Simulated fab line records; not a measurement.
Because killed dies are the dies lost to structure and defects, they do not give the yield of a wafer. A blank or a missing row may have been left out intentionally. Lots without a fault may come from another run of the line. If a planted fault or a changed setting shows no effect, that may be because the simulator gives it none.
fab line records	flow nand_harc
record: lots: 11	wafers: 33	last_day: 33
route steps=1302 shown P_BONDPAD@372 A_ZERO_WELL@398 END@1302
lots untouched by any fault: they come from a run of this same line in which no faults occurred
start_h: start of the lot's first displayed wafer, in hours after the record's first day	wait_h: hours from the lot's prior step to this one	" identical to the entry in the row above	L1.1+2: one row covering several wafers at once	- either no value or no given start	* or withheld: withheld	< > ~ a bound
route shown NAME@n: names a module that has steps shown in the file, with the first one's number in the route	usual: the fault-free wafers' mean and standard deviation	same: alike in all rows	chamber/n: place in a boat	sites: readings site by site	_std_site: standard deviation across them	_edge_site: the outer-site mean with the inner-site mean subtracted	radius_mm: for every site, how far away it sits from the centre of the wafer	mask NAME#n: copy n	behind: the tool/chamber that last shaped the wafer	hold: the reason the lot was held/the length of the hold in hours/how it ended	device: which transistor (n, p or np) failed to switch	end of line: the route-end tests of the same wafers	for a step that has no rows: nothing shown but its recipe	killed: not the wafer's yield, but the dies lost to structure and defects at the first sort	map: the dies of a wafer, with x for killed, . for not killed, _ for no die there
set.NAME: the setting the step ran with; set.NAME@STEP: the setting that earlier step ran with	model.NAME: the simulator's own value behind a step, which no gauge read
route steps across a sampled set of lots; one table per step, one row per wafer
services: when a tool's chamber went out of use (start_h, in hours from the record's first day, below 0 if earlier), for how many hours, and the reason
== steps ==
step: NHARC_P_BONDPAD_ETCH_24
recipe: target_depth_a: 300	over_etch_frac: 0.3	time_s: 72.99	ion_energy_ev: 150	cf4_flow_sccm: 50	n2_flow_sccm: 100	ar_flow_sccm: 150	rf_w: 300	bias_w: 100	chemistry: CF4/N2
usual: drypump_motor_current_A: 5.5/0.43	oes_product_au: 0.998/0.011	rf_fwd_power_W: 297.3/1.1	rf_vpp_V: 314.0/2.2	showerhead_plenum_p_Torr: 2.62/0.12	throttle_valve_pct: 19.794/0.0091
lot.wafer	tool	chamber	start_h	wait_h	drypump_motor_current_A	oes_product_au	rf_fwd_power_W	rf_hours_counter_h	rf_vpp_V	showerhead_plenum_p_Torr	throttle_valve_pct
L148.1	rie_diel-03	0	-	-	5.5	0.993	295.7	0.7	311.3	2.54	19.810
L148.5	"	0	"	"	5.5	1.003	296.6	-	312.8	2.54	19.793
L148.6	"	1	"	"	5.7	1.010	299.6	-	311.1	2.50	19.811
L149.2	rie_diel-03	3	149.90	0.2	6.0	0.995	297.1	0.9	314.3	2.76	19.782
L149.5	"	3	"	"	6.0	1.007	295.9	-	316.9	2.76	19.801
L149.4	"	0	"	"	5.6	0.995	296.7	-	313.0	2.54	19.778
L151.4	rie_diel-03	3	-	-	6.0	0.999	295.0	1.3	316.5	2.76	19.785
L151.3	"	2	"	"	6.1	0.993	296.9	1.4	315.3	2.72	19.786
L151.5	"	3	"	"	6.0	0.994	297.1	-	316.1	2.76	19.799
L152.1	rie_diel-02	0	-	-	5.3	1.000	299.0	6.1	312.5	2.46	19.801
L152.3	"	1	"	"	5.8	1.006	297.5	6.1	315.0	2.68	19.799
L152.4	"	3	"	"	4.8	0.986	295.9	6.2	313.6	2.57	19.788
L153.3	rie_diel-02	1	-	-	5.8	1.007	298.4	6.9	315.7	2.68	19.803
L153.1	"	2	"	"	5.4	0.977	295.7	7.6	311.8	2.50	19.818
L153.2	"	3	"	"	4.8	1.002	296.9	6.7	313.9	2.56	19.794
L160.2	rie_diel-02	3	-	-	4.8	0.998	296.2	1.5	312.6	2.56	19.787
L160.5	"	0	"	"	5.3	0.993	298.0	-	312.0	2.46	19.793
L160.6	"	1	"	"	5.8	0.998	297.8	-	314.9	2.67	19.790
L165.4	rie_diel-02	2	-	-	5.4	0.972	296.9	5.4	312.6	2.50	19.786
L165.3	"	0	"	"	5.3	1.004	297.4	4.7	309.9	2.46	19.795
L165.5	"	2	"	"	5.4	0.972	296.7	-	311.0	2.50	19.787
L167.1	rie_diel-12	0	-	-	5.0	1.009	297.7	2.2	316.4	2.81	19.779
L167.5	"	1	"	"	5.6	1.005	298.1	-	315.7	2.71	19.797
L167.6	"	2	"	"	5.7	0.995	299.5	-	316.4	2.80	19.801
L169.4	rie_diel-02	3	-	-	4.8	0.998	297.9	6.4	313.4	2.56	19.791
L169.2	"	1	"	"	5.9	0.986	297.2	6.8	314.1	2.67	19.795
L169.5	"	3	"	"	4.8	1.005	297.4	-	313.8	2.56	19.796
L170.4	rie_diel-12	2	-	-	5.8	1.003	296.0	4.2	316.4	2.80	19.791
L170.2	"	3	"	"	4.6	1.005	296.3	5.6	313.4	2.54	19.797
L170.3	"	0	"	"	5.0	0.983	296.7	5.1	318.4	2.81	19.798
L171.2	rie_diel-03	0	-	-	5.6	0.990	294.5	2.1	313.3	2.53	19.816
L171.3	"	1	"	"	5.7	1.008	297.6	2.3	311.4	2.50	19.802
L171.6	"	2	"	"	6.1	0.998	296.1	-	314.9	2.72	19.801
step: NHARC_P_BONDPAD_THK_MEAS_20
recipe: thk_meas_gauge: xrf
usual: thk_nm: 161.2/1.5
lot.wafer	tool	chamber	start_h	wait_h	thk_nm
L148.1	film_metro-02	-	136.77	-	163.6
L148.5	"	-	"	"	163.1
L148.6	"	-	"	"	164.9
L149.2	film_metro-01	-	151.72	-	163.6
L149.4	"	-	"	"	161.7
L149.5	"	-	"	"	162.5
L151.3	film_metro-02	-	166.84	-	161.4
L151.4	"	-	"	"	161.4
L151.5	"	-	"	"	161.6
L152.1	film_metro-02	-	174.54	-	161.6
L152.3	"	-	"	"	159.9
L152.4	"	-	"	"	163.7
L153.1	film_metro-02	-	190.92	-	161.2
L153.2	"	-	"	"	161.2
L153.3	"	-	"	"	160.9
L160.2	film_metro-01	-	255.32	-	161.7
L160.5	"	-	"	"	160.2
L160.6	"	-	"	"	161.4
L165.3	film_metro-01	-	311.08	-	160.1
L165.4	"	-	"	"	162.2
L165.5	"	-	"	"	158.9
L167.1	film_metro-02	-	320.08	-	161.4
L167.5	"	-	"	"	163.1
L167.6	"	-	"	"	160.7
L169.2	film_metro-01	-	344.00	-	162.1
L169.4	"	-	"	"	162.6
L169.5	"	-	"	"	161.3
L170.2	film_metro-02	-	353.06	-	160.2
L170.3	"	-	"	"	160.5
L170.4	"	-	"	"	161.4
L171.2	film_metro-01	-	368.05	-	161.1
L171.3	"	-	"	"	159.3
L171.6	"	-	"	"	158.8
step: NHARC_A_ZERO_WELL_EXPOSE_07
recipe: na: 0.55	dose_mj: 33.85	mask_id: A_ZERO
usual: exposure_dose_mJ_cm2: 34.10/0.18
same: na: 0.55
lot.wafer	tool	chamber	start_h	wait_h	mask	exposure_dose_mJ_cm2
L148.1	krf_scanner-02	0	138.15	-	A_ZERO#0	33.88
L148.5	"	0	"	"	A_ZERO#0	33.86
L148.6	"	0	"	"	A_ZERO#0	33.85
L149.2	krf_scanner-02	0	152.97	-	A_ZERO#0	33.85
L149.4	"	0	"	"	A_ZERO#0	33.89
L149.5	"	0	"	"	A_ZERO#0	33.80
L151.3	krf_scanner-04	0	168.23	-	A_ZERO#0	34.23
L151.4	"	0	"	"	A_ZERO#0	34.24
L151.5	"	0	"	"	A_ZERO#0	34.21
L152.1	krf_scanner-04	0	175.78	-	A_ZERO#0	34.17
L152.3	"	0	"	"	A_ZERO#0	34.23
L152.4	"	0	"	"	A_ZERO#0	34.20
L153.1	krf_scanner-01	0	192.30	-	A_ZERO#0	34.30
L153.2	"	0	"	"	A_ZERO#0	34.27
L153.3	"	0	"	"	A_ZERO#0	34.30
L160.2	krf_scanner-04	0	256.55	-	A_ZERO#0	43.10
L160.5	"	0	"	"	A_ZERO#0	43.12
L160.6	"	0	"	"	A_ZERO#0	43.07
L165.3	krf_scanner-04	0	312.47	-	A_ZERO#0	41.29
L165.4	"	0	"	"	A_ZERO#0	41.32
L165.5	"	0	"	"	A_ZERO#0	41.28
L167.1	krf_scanner-02	0	321.46	-	A_ZERO#0	33.79
L167.5	"	0	"	"	A_ZERO#0	33.88
L167.6	"	0	"	"	A_ZERO#0	33.83
L169.2	krf_scanner-02	0	345.36	-	A_ZERO#0	33.81
L169.4	"	0	"	"	A_ZERO#0	33.78
L169.5	"	0	"	"	A_ZERO#0	33.77
L170.2	krf_scanner-01	0	354.42	-	A_ZERO#0	34.18
L170.3	"	0	"	"	A_ZERO#0	34.20
L170.4	"	0	"	"	A_ZERO#0	34.13
L171.2	krf_scanner-02	0	369.43	-	A_ZERO#0	33.82
L171.3	"	0	"	"	A_ZERO#0	33.81
L171.6	"	0	"	"	A_ZERO#0	33.85
step: NHARC_A_ZERO_WELL_CD_MEAS_10
recipe: target_cd_nm: 2000	landing_energy_ev: 500
usual: cd_nm: 1999.5/1.6
same: landing_energy_ev: 500
lot.wafer	tool	chamber	start_h	wait_h	hold	cd_nm
L148.1	cd_sem-03	0	138.30	-	-	2000.7
L148.5	"	0	"	"	-	1999.3
L148.6	"	0	"	"	-	1997.5
L149.2	cd_sem-03	0	153.12	-	-	1998.8
L149.4	"	0	"	"	-	1997.6
L149.5	"	0	"	"	-	1998.2
L151.3	cd_sem-01	0	168.38	-	-	1998.7
L151.4	"	0	"	"	-	1999.4
L151.5	"	0	"	"	-	1999.8
L152.1	cd_sem-03	0	175.93	-	-	2000.9
L152.3	"	0	"	"	-	1997.4
L152.4	"	0	"	"	-	2000.3
L153.1	cd_sem-01	0	192.45	-	-	1999.6
L153.2	"	0	"	"	-	1999.1
L153.3	"	0	"	"	-	1998.7
L160.2	cd_sem-02	0	256.70	-	await_dispo/0.2h/release	2007.7
L160.5	"	0	"	"	await_dispo/0.2h/release	2008.6
L160.6	"	0	"	"	await_dispo/0.2h/release	2005.0
L160.2	cd_sem-02	0	-	-	-	2007.8
L160.5	"	0	"	"	-	2008.9
L160.6	"	0	"	"	-	2004.8
L165.3	cd_sem-02	0	312.61	-	-	2004.6
L165.4	"	0	"	"	-	2004.4
L165.5	"	0	"	"	-	2002.3
L167.1	cd_sem-02	0	321.61	-	-	1998.6
L167.5	"	0	"	"	-	2001.6
L167.6	"	0	"	"	-	1999.7
L169.2	cd_sem-02	0	345.51	-	-	2000.9
L169.4	"	0	"	"	-	2001.3
L169.5	"	0	"	"	-	2001.2
L170.2	cd_sem-03	0	354.56	-	-	1999.7
L170.3	"	0	"	"	-	1999.7
L170.4	"	0	"	"	-	2000.9
L171.2	cd_sem-01	0	369.58	-	-	1999.4
L171.3	"	0	"	"	-	2000.5
L171.6	"	0	"	"	-	1998.6
step: NHARC_A_ZERO_WELL_ETCH_13
recipe: target_depth_a: 1200	time_s: 40.1	hbr_flow_sccm: 150	cl2_flow_sccm: 50	rf_w: 400	icp_w: 400	bias_w: 100	chemistry: HBr/Cl2
usual: drypump_motor_current_A: 6.0/0.45	oes_product_au: 1.000/0.008	rf_fwd_power_W: 395.0/1.6	throttle_valve_pct: 26.407/0.0087
lot.wafer	tool	chamber	start_h	wait_h	drypump_motor_current_A	oes_product_au	rf_fwd_power_W	rf_hours_counter_h	throttle_valve_pct
L148.1	rie_si-01	1	138.67	-	6.0	1.017	393.2	0.6	26.412
L148.6	"	0	"	"	6.4	1.002	394.8	-	26.414
L148.5	"	1	"	"	6.0	1.017	394.2	-	26.399
L149.2	rie_si-01	2	153.50	-	6.1	1.000	395.0	0.7	26.392
L149.4	"	3	"	"	6.4	1.004	396.3	0.7	26.411
L149.5	"	0	"	"	6.4	0.998	393.2	-	26.394
L151.3	rie_si-01	3	168.75	-	6.4	1.001	394.0	0.8	26.416
L151.4	"	0	"	"	6.4	0.990	393.4	0.8	26.400
L151.5	"	2	"	"	6.1	1.013	394.7	-	26.416
L152.1	rie_si-04	3	176.29	-	5.1	0.988	397.0	0.0	26.412
L152.3	"	0	"	"	6.2	1.004	396.6	0.0	26.410
L152.4	"	2	"	"	5.8	0.998	395.3	0.0	26.406
L153.3	rie_si-05	3	192.83	-	5.2	1.014	397.0	0.4	26.415
L153.2	"	0	"	"	6.0	0.995	395.8	0.4	26.418
L153.1	"	2	"	"	6.5	0.991	395.4	0.4	26.406
L160.2	rie_si-01	0	259.78	-	6.4	0.992	394.1	0.4	26.422
L160.6	"	3	"	"	6.4	0.997	394.2	-	26.392
L160.5	"	0	"	"	6.4	0.993	394.9	-	26.410
L165.4	rie_si-01	3	312.98	-	6.4	1.013	394.6	0.7	26.391
L165.3	"	0	"	"	6.3	0.992	391.6	0.8	26.396
L165.5	"	3	"	"	6.4	1.021	396.8	-	26.415
L167.1	rie_si-05	3	321.98	-	5.3	1.007	398.0	0.0	26.414
L167.6	"	2	"	"	6.5	0.986	393.3	-	26.418
L167.5	"	3	"	"	5.2	0.997	396.3	-	26.395
L169.4	rie_si-05	3	345.88	-	5.3	0.998	396.1	0.2	26.406
L169.2	"	1	"	"	5.4	0.987	395.5	0.2	26.393
L169.5	"	3	"	"	5.3	0.993	396.3	-	26.405
L170.2	rie_si-01	0	354.92	-	6.4	0.999	393.3	1.1	26.412
L170.4	"	2	"	"	6.1	0.992	394.5	1.1	26.412
L170.3	"	3	"	"	6.4	1.000	395.3	1.0	26.394
L171.3	rie_si-04	3	369.95	-	5.1	0.994	395.7	0.2	26.391
L171.2	"	1	"	"	5.5	0.998	396.7	0.2	26.422
L171.6	"	2	"	"	5.8	1.012	396.4	-	26.416
step: NHARC_END_SORT_01
recipe: temp_c: 25
usual: killed_at_array: 55/19	killed_at_other: 0.8/1.1	killed_at_periphery: 4.0/2.6	killed_dies: 60/20	killed_open: 3.4/1.7	killed_short: 2.6/1.5
same: gross_dies: 677
lot.wafer	tool	chamber	start_h	wait_h	killed_at_array	killed_at_other	killed_at_periphery	killed_dies	killed_open	killed_short
L160.5	prober-01	0	677.79	3.7	44	2	3	49	2	3
L160.6	prober-01	0	678.59	4.0	40	1	3	44	3	0
killed by level:class
L160.5 A_SLIT:chamber_film_flake=31 A_CHANNEL_HOLE_D1:chamber_film_flake=4 A_STAIRCASE:chamber_film_flake=3 THIN_TSV:chamber_film_flake=2 P_GATE:geometric_particle:open=1 P_M0:geometric_particle:short=1 A_DECK1_JOINT:geometric_particle:open=1 A_ONON_D2:geometric_particle:short=1
L160.6 A_SLIT:chamber_film_flake=22 A_CHANNEL_HOLE_D1:chamber_film_flake=7 A_CONTACT:chamber_film_flake=4 P_STI:chamber_film_flake=2 A_CHANNEL_FILL_D1:chamber_film_flake=2 A_STAIRCASE:chamber_film_flake=2 A_CHANNEL_HOLE_D1:geometric_particle:open=1 A_CHANNEL_FILL_D1:geometric_particle:open=1
== services ==
tool	chamber	start_h	hours	kind
rie_si-05	2	112.58	7.1	repair
rie_si-01	-	124.24	4.0	repair
krf_scanner-04	-	127.74	4.3	repair
rie_si-05	-	128.00	9.0	pm
rie_diel-02	3	129.40	6.4	repair
rie_diel-03	1	145.67	15.5	repair
rie_si-05	2	177.15	4.0	repair
rie_diel-03	2	177.95	23.1	repair
rie_diel-03	0	178.80	3.5	repair
rie_diel-03	3	181.04	7.9	repair
krf_scanner-04	-	182.01	4.0	pm
rie_si-01	-	193.00	9.0	pm
rie_si-01	0	206.91	5.0	repair
krf_scanner-04	-	209.49	0.4	repair
rie_diel-02	-	216.70	9.0	pm
rie_diel-03	0	220.92	15.9	repair
krf_scanner-04	-	221.43	3.9	repair
rie_diel-03	0	261.36	11.1	repair
krf_scanner-02	-	266.00	4.0	pm
krf_scanner-04	-	280.89	6.2	repair
rie_diel-03	-	281.36	9.0	pm
rie_diel-02	-	297.54	0.7	repair
rie_diel-02	1	321.40	2.7	repair
krf_scanner-04	-	354.01	4.0	pm
== key ==
first_sign: step: NHARC_A_ZERO_WELL_EXPOSE_07	reading: exposure_dose_mJ_cm2	direction: up	sigmas: 46	usual: 34.10	struck: 42.20
effect: step: NHARC_A_ZERO_WELL_CD_MEAS_10	reading: visit	direction: added	through: control_loop
met_at NHARC_A_ZERO_WELL_EXPOSE_07
struck_lots L160,L165
tester_left_out L160,L165
loop_trim: step: NHARC_A_ZERO_WELL_EXPOSE_07	setting: dose	lots: L165
not_acting_at NHARC_P_BONDPAD_ETCH_24,NHARC_P_BONDPAD_THK_MEAS_20,NHARC_A_ZERO_WELL_ETCH_13
onset_between 175.78 256.55
fault: kind: process_parameter_drift	tool: krf_scanner-04	chamber: -	onset_h: 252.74	steps: NHARC_A_ZERO_WELL_EXPOSE_07	channel: dose_mj	offset: 8.8985	shape: step	acts_in: these_recipes_only	stated: 33.85
tester_left_out: of these lots the tester's yield and bins aren't shown, on N5 and GAA mostly nor the transistor test; their killed dies are dies lost to structure and defects alone, not to doping, threshold or leakage, so they don't give the yield
loop_trim: a control loop set the setting to another value than it would have without faults
